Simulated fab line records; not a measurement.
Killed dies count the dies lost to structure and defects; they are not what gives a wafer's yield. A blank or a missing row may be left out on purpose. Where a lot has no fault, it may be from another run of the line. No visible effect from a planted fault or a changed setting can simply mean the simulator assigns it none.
fab line records	flow n5Finfet
record: lots: 9	wafers: 27	lastDay: 18
route steps=1938 shown ZERO_LAYER@13 WELL_APT@31 PMOS_HMC_CHANNEL_EPI@68 BEOL_M4@1111
lots untouched by any fault: they come from a run of this same line in which no faults occurred
startH: hours from the record's first day to the start of the lot's first wafer shown	waitH: hours since the lot's step before	" unchanged from the row above	L1.1+2: one row covering several wafers at once	- either no value or no given start	* or withheld: withheld	< > ~ a bound
route shown NAME@n: NAME is a module with steps in the file, n the number in the route of the first one	usual: the fault-free wafers' mean and standard deviation	same: alike in all rows	chamber/n: place in a boat	sites: per-site readings	_std_site: their standard deviation	_edge_site: the outer-site mean with the inner-site mean subtracted	radiusMm: for every site, how far away it sits from the centre of the wafer	mask NAME#n: copy n	behind: the most recent tool/chamber to have shaped the wafer	hold: why the lot was held/for how many hours/how that ended	device: the transistor (n, p or np) that didn't switch	end of line: the same wafers' tests at the end of the route	where a step has no rows: the recipe by itself	killed: at the first sort, the dies lost to defects and structure; wafer yield is something else	map: dies across one wafer; x = killed, . = not, _ = none there
set.NAME: the run value of the setting; set.NAME@STEP: its run value at that earlier step	model.NAME: the simulator's own value behind a step, which no gauge read
steps of the route over a sample of lots; a table a step, a row a wafer
services: a tool's chamber out of use, with start hour (startH, from the record's first day; less than 0 if before it), hours out, and reason
== steps ==
step: N5_ZERO_LAYER_CD_MEAS_11
recipe: targetCdNm: 2000	landingEnergyEv: 500	detector: seInlens
usual: cdNm: 1999.0/2.3
lot.wafer	tool	chamber	startH	waitH	cdNm
L864.1	cdSem-03	0	12.64	-	2000.5
L864.4	"	0	"	"	2000.5
L864.6	"	0	"	"	1999.1
L865.2	cdSem-02	0	18.64	-	2000.6
L865.4	"	0	"	"	1996.3
L865.5	"	0	"	"	2000.0
L868.1	cdSem-01	0	36.81	-	2002.6
L868.2	"	0	"	"	2000.9
L868.4	"	0	"	"	2000.3
L872.3	cdSem-01	0	60.77	-	1992.9
L872.4	"	0	"	"	1998.0
L872.6	"	0	"	"	1997.3
L875.2	cdSem-03	0	78.79	-	2001.7
L875.4	"	0	"	"	2001.2
L875.6	"	0	"	"	2002.6
L880.1	cdSem-02	0	108.68	-	2000.3
L880.5	"	0	"	"	1999.6
L880.6	"	0	"	"	2001.4
L882.2	cdSem-01	0	120.66	-	1998.1
L882.4	"	0	"	"	1999.8
L882.5	"	0	"	"	1996.3
L885.1	cdSem-02	0	138.64	-	2000.9
L885.3	"	0	"	"	1998.5
L885.6	"	0	"	"	1999.9
L887.1	cdSem-02	0	150.66	-	2000.9
L887.3	"	0	"	"	2000.6
L887.6	"	0	"	"	2000.5
step: N5_WELL_APT_DESCUM_13
recipe: chemistry: O2	timeS: 7.9	sourcePowerW: 50	biasPowerW: 20	pressureMtorr: 20	rfFrequencyHz: 2.712e+07	tempC: 40	o2FlowSccm: 225
usual: drypumpMotorCurrentA: 5.6/0.32	oesProductAu: 0.79/0.077	rfVppV: 243.9/1.2	showerheadPlenumPTorr: 2.13/0.063	throttleValvePct: 20.5/0.34
same: timeS: 7.9
lot.wafer	tool	chamber	startH	waitH	drypumpMotorCurrentA	oesProductAu	rfHoursCounterH	rfVppV	showerheadPlenumPTorr	throttleValvePct
L864.1	rieDiel-03	2	13.66	0.0	6.2	0.76	145	244.5	2.12	20.6
L864.4	"	1	"	"	5.8	0.84	58	243.5	2.15	20.4
L864.6	"	1	"	"	5.8	0.84	-	243.5	2.15	20.4
L865.2	rieDiel-01	3	19.65	0.0	5.5	0.70	243	242.8	2.05	20.4
L865.4	"	3	"	"	5.5	0.69	-	242.8	2.05	20.4
L865.5	"	0	"	"	5.7	1.00	-	246.5	2.24	20.0
L868.1	rieDiel-06	0	37.81	0.0	5.9	0.92	24	242.3	2.02	20.0
L868.2	"	1	"	"	5.6	0.74	178	244.1	2.15	20.7
L868.4	"	2	"	"	5.5	0.88	39	244.4	2.11	20.3
L872.3	rieDiel-03	2	61.77	0.0	6.3	0.77	160	244.0	2.12	20.6
L872.4	"	1	"	"	5.8	0.83	74	243.8	2.15	20.4
L872.6	"	1	"	"	5.8	0.83	-	243.8	2.15	20.4
L875.2	rieDiel-03	2	80.29	0.3	6.3	0.74	167	245.5	2.11	20.6
L875.4	"	0	"	"	5.3	0.72	215	242.6	2.16	20.9
L875.6	"	1	"	"	5.8	0.81	-	243.1	2.14	20.4
L880.1	rieDiel-01	0	109.89	0.0	5.7	0.89	35	247.3	2.23	20.1
L880.5	"	1	"	"	5.5	0.77	-	245.3	2.18	20.5
L880.6	"	0	"	"	5.7	0.90	-	245.5	2.23	20.0
L882.2	rieDiel-03	0	121.78	0.0	5.3	0.71	229	242.3	2.16	20.9
L882.4	"	1	"	"	5.8	0.79	97	241.7	2.14	20.5
L882.5	"	2	"	"	6.3	0.74	-	242.6	2.11	20.6
L885.1	rieDiel-06	1	140.06	0.0	5.6	0.71	214	243.6	2.14	20.7
L885.3	"	3	"	"	5.1	0.72	166	244.1	2.19	20.9
L885.6	"	3	"	"	5.1	0.72	-	245.5	2.19	20.9
L887.1	rieDiel-01	1	151.68	0.0	5.5	0.77	166	245.0	2.17	20.5
L887.3	"	2	"	"	5.7	0.69	222	245.3	2.18	21.0
L887.6	"	2	"	"	5.7	0.70	-	245.1	2.18	21.0
step: N5_WELL_APT_PEB_23
recipe: pebTempC: 130	pebTimeS: 90
usual: chillPlateTempC: 23.00/0.11	heaterPowerTotalW: 172.5/0.77
lot.wafer	tool	chamber	startH	waitH	chillPlateTempC	heaterPowerTotalW
L864.1	lithoTrack-03	0	14.57	0.1	23.04	173.1
L864.4	"	0	"	"	23.14	173.1
L864.6	"	0	"	"	22.96	173.3
L865.2	lithoTrack-01	0	20.56	0.0	23.10	171.0
L865.4	"	0	"	"	23.04	170.9
L865.5	"	0	"	"	23.02	170.8
L868.1	lithoTrack-01	0	38.85	0.1	23.03	171.9
L868.2	"	0	"	"	23.12	173.7
L868.4	"	0	"	"	23.07	173.5
L872.3	lithoTrack-01	0	62.69	0.0	22.88	172.0
L872.4	"	0	"	"	23.09	172.9
L872.6	"	0	"	"	22.96	173.5
L875.2	lithoTrack-04	0	81.21	0.0	23.07	172.6
L875.4	"	0	"	"	23.08	172.7
L875.6	"	0	"	"	23.13	172.5
L880.1	lithoTrack-03	0	110.81	0.1	22.96	172.9
L880.5	"	0	"	"	22.88	172.1
L880.6	"	0	"	"	22.69	172.6
L882.2	lithoTrack-01	0	122.82	0.0	23.12	171.7
L882.4	"	0	"	"	23.07	172.8
L882.5	"	0	"	"	23.15	172.9
L885.1	lithoTrack-04	0	141.02	0.1	22.87	170.7
L885.3	"	0	"	"	22.93	172.0
L885.6	"	0	"	"	22.88	173.8
L887.1	lithoTrack-04	0	152.73	0.1	23.00	171.8
L887.3	"	0	"	"	23.08	172.0
L887.6	"	0	"	"	22.98	172.9
step: N5_WELL_APT_CD_MEAS_25
recipe: targetCdNm: 200	landingEnergyEv: 500	detector: seInlens
usual: cdNm: 200.1/1.8
lot.wafer	tool	chamber	startH	waitH	cdNm
L864.1	cdSem-02	0	14.69	-	197.9
L864.4	"	0	"	"	199.6
L864.6	"	0	"	"	199.7
L865.2	cdSem-02	0	20.68	-	201.7
L865.4	"	0	"	"	201.0
L865.5	"	0	"	"	203.6
L868.1	cdSem-02	0	38.97	-	199.2
L868.2	"	0	"	"	197.4
L868.4	"	0	"	"	197.7
L872.3	cdSem-03	0	62.81	-	199.7
L872.4	"	0	"	"	199.9
L872.6	"	0	"	"	201.2
L875.2	cdSem-03	0	81.33	-	196.8
L875.4	"	0	"	"	199.4
L875.6	"	0	"	"	200.8
L880.1	cdSem-01	0	110.92	-	202.5
L880.5	"	0	"	"	204.2
L880.6	"	0	"	"	199.7
L882.2	cdSem-03	0	122.93	-	203.8
L882.4	"	0	"	"	204.8
L882.5	"	0	"	"	205.1
L885.1	cdSem-02	0	141.14	-	200.9
L885.3	"	0	"	"	199.1
L885.6	"	0	"	"	200.0
L887.1	cdSem-01	0	152.85	-	199.4
L887.3	"	0	"	"	199.6
L887.6	"	0	"	"	196.6
step: N5_PMOS_HMC_CHANNEL_EPI_DESCUM_14
recipe: chemistry: O2	timeS: 7.9	sourcePowerW: 50	biasPowerW: 20	pressureMtorr: 20	rfFrequencyHz: 2.712e+07	tempC: 40	resist: CAR-ArF-block	o2FlowSccm: 225
usual: drypumpMotorCurrentA: 5.5/0.37	oesProductAu: 0.78/0.075	rfVppV: 243.5/1.3	showerheadPlenumPTorr: 2.12/0.073	throttleValvePct: 20.54/0.19
same: timeS: 7.9
lot.wafer	tool	chamber	startH	waitH	drypumpMotorCurrentA	oesProductAu	rfHoursCounterH	rfVppV	showerheadPlenumPTorr	throttleValvePct
L864.1	rieDiel-05	0	17.14	0.0	4.9	0.70	200	243.2	2.17	20.95
L864.4	"	2	"	"	5.6	0.80	101	242.1	2.03	20.65
L864.6	"	1	"	"	6.2	0.88	-	242.9	2.12	20.36
L865.2	rieDiel-02	1	23.08	0.0	6.0	0.70	249	244.6	2.13	20.84
L865.4	"	3	"	"	5.7	0.69	223	241.6	1.97	20.52
L865.5	"	3	"	"	5.7	0.70	-	241.4	1.97	20.51
L868.1	rieDiel-02	0	41.46	0.1	5.6	0.85	61	243.5	2.13	20.50
L868.2	"	2	"	"	5.7	0.80	110	245.7	2.20	20.40
L868.4	"	3	"	"	5.7	0.69	-	240.9	1.96	20.54
L872.3	rieDiel-05	1	65.88	0.4	6.2	0.85	47	243.8	2.11	20.38
L872.4	"	2	"	"	5.7	0.78	117	241.8	2.02	20.67
L872.6	"	3	"	"	5.4	0.77	-	242.5	2.01	20.28
L875.2	rieDiel-05	1	83.94	0.2	6.2	0.85	54	243.4	2.11	20.36
L875.4	"	2	"	"	5.7	0.77	124	241.5	2.02	20.66
L875.6	"	3	"	"	5.4	0.76	-	242.7	2.01	20.30
L880.1	rieDiel-04	0	113.50	0.0	5.4	0.74	169	245.7	2.20	20.35
L880.5	"	2	"	"	5.0	0.67	-	243.9	2.14	20.80
L880.6	"	1	"	"	5.0	0.76	-	244.7	2.20	20.53
L882.2	rieDiel-02	1	125.19	0.0	6.1	0.90	30	243.4	2.12	20.60
L882.4	"	0	"	"	5.6	0.81	-	241.9	2.12	20.55
L882.5	"	2	"	"	5.7	0.78	-	244.7	2.19	20.44
L885.1	rieDiel-02	3	143.47	0.0	5.8	0.95	4	245.2	2.22	20.18
L885.3	"	1	"	"	6.0	0.90	37	243.6	2.11	20.61
L885.6	"	0	"	"	5.5	0.80	-	244.6	2.12	20.56
L887.1	rieDiel-02	0	155.51	0.4	5.6	0.79	101	243.4	2.12	20.56
L887.3	"	1	"	"	6.0	0.88	40	243.4	2.11	20.62
L887.6	"	1	"	"	6.0	0.88	-	244.6	2.11	20.63
step: N5_BEOL_M4_RC_MEAS_101
usual: DIBL_N: 36.1/1.6	DIBL_P: 35.7/1.8	IOFF_N: 0.159/0.027	IOFF_P: 0.21/0.03	ION_N: 673/10	ION_P: 462/7.4	SS_N: 71.4/0.56	SS_P: 73.2/0.61	VT_N: 249.7/3	VT_P: -250/3.1
lot.wafer	tool	chamber	startH	waitH	DIBL_N[mV/V]	DIBL_P[mV/V]	IOFF_N[nA/um]	IOFF_P[nA/um]	ION_N[uA/um]	ION_P[uA/um]	SS_N[mV/dec]	SS_P[mV/dec]	VT_N[mV]	VT_P[mV]
L864.1	prober-01	0	166.24	0.0	33.2	33.2	0.118	0.19	664	460	70.7	72.6	253.6	-248
L864.4	"	0	"	"	34.0	35.0	0.134	0.22	661	466	71.5	73.1	251.4	-249
L864.6	"	0	"	"	32.9	32.9	0.122	0.19	661	459	71.3	72.2	250.9	-250
L865.2	prober-01	0	171.56	0.2	37.4	38.9	0.206	0.25	692	463	72.8	74.3	244.1	-251
L865.4	"	0	"	"	34.4	35.6	0.145	0.19	676	462	71.5	73.1	248.1	-254
L865.5	"	0	"	"	35.2	35.5	0.154	0.19	664	451	71.9	72.6	248.0	-255
L868.1	prober-02	0	185.16	0.0	37.9	37.4	0.156	0.19	664	448	71.6	73.6	252.5	-253
L868.2	"	0	"	"	36.6	35.8	0.136	0.18	662	451	71.7	73.1	253.1	-254
L868.4	"	0	"	"	39.2	38.7	0.189	0.24	678	458	72.0	73.8	248.9	-251
L872.3	prober-01	0	210.14	0.3	35.6	34.9	0.137	0.18	654	451	71.5	72.7	255.4	-251
L872.4	"	0	"	"	36.1	36.6	0.155	0.22	670	462	70.7	72.8	249.0	-249
L872.6	"	0	"	"	34.8	35.5	0.139	0.20	670	466	70.8	73.3	249.9	-250
L875.2	prober-02	0	233.49	0.2	35.6	36.0	0.159	0.20	684	463	71.0	73.1	247.0	-251
L875.4	"	0	"	"	35.1	35.4	0.149	0.19	673	459	71.8	72.8	249.9	-251
L875.6	"	0	"	"	37.0	37.4	0.190	0.23	678	464	71.6	73.9	246.2	-249
L880.1	prober-02	0	255.59	0.0	36.1	36.2	0.161	0.22	682	473	72.0	72.8	248.9	-245
L880.5	"	0	"	"	35.4	35.9	0.151	0.22	681	466	71.7	73.7	250.4	-246
L880.6	"	0	"	"	37.2	38.5	0.198	0.26	694	471	71.3	72.9	244.0	-246
L882.2	prober-01	0	281.48	0.2	35.4	35.2	0.131	0.18	675	462	70.7	72.7	249.4	-251
L882.4	"	0	"	"	38.7	38.5	0.195	0.23	679	463	71.5	74.0	246.7	-249
L882.5	"	0	"	"	39.3	38.7	0.200	0.23	686	466	71.9	74.1	248.2	-246
L885.1	prober-01	0	309.25	0.0	37.1	36.8	0.195	0.23	678	461	71.9	72.9	247.2	-250
L885.3	"	0	"	"	35.3	34.9	0.147	0.19	672	457	71.5	72.3	251.9	-253
L885.6	"	0	"	"	36.2	36.0	0.178	0.22	677	463	72.2	72.4	249.4	-250
L887.1	prober-02	0	328.91	0.0	34.9	33.0	0.124	0.19	667	465	70.6	72.9	250.1	-249
L887.3	"	0	"	"	40.0	39.2	0.210	0.30	684	473	71.4	75.1	246.3	-246
L887.6	"	0	"	"	37.2	35.1	0.147	0.23	675	478	70.6	73.6	249.8	-248
== services ==
tool	chamber	startH	hours	kind
rieDiel-05	0	-5.21	6.0	repair
rieDiel-03	-	-2.61	0.3	repair
rieDiel-04	1	-2.22	7.0	repair
rieDiel-04	3	6.74	3.9	repair
rieDiel-06	-	10.35	1.0	repair
rieDiel-02	3	10.81	5.2	repair
rieDiel-01	1	18.87	14.0	repair
rieDiel-02	1	24.86	-	clean
rieDiel-02	1	24.86	-	consumableReplace:focusRing
rieDiel-02	0	28.01	4.1	repair
rieDiel-03	-	32.33	1.6	repair
rieDiel-04	-	38.56	2.8	pm
rieDiel-02	3	50.39	12.1	repair
rieDiel-04	-	54.55	14.6	pm
rieDiel-02	3	66.11	4.3	repair
rieDiel-05	0	66.63	1.9	repair
rieDiel-01	2	87.98	4.9	repair
rieDiel-04	-	95.90	0.4	repair
rieDiel-01	3	105.08	9.1	repair
rieDiel-01	0	113.19	5.2	repair
rieDiel-06	2	113.32	8.0	repair
rieDiel-05	2	128.71	1.6	repair
rieDiel-05	-	139.60	0.4	repair
rieDiel-06	2	144.85	12.2	repair
== key ==
firstSign: step: N5_WELL_APT_CD_MEAS_25	reading: cdNm	direction: up	sigmas: 2.5	usual: 200.1	struck: 204.6
effect none on later readings
metAt N5_WELL_APT_PEB_23
struckLots L882
notActingAt N5_ZERO_LAYER_CD_MEAS_11,N5_WELL_APT_DESCUM_13,N5_PMOS_HMC_CHANNEL_EPI_DESCUM_14
onsetBetween 62.69 122.82
fault: kind: processParameterDrift	tool: lithoTrack-01	chamber: -	onsetH: 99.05	steps: N5_WELL_APT_PEB_23	channel: pebTimeS	offset: *	shape: step	endH: 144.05	actsIn: *	stated: *
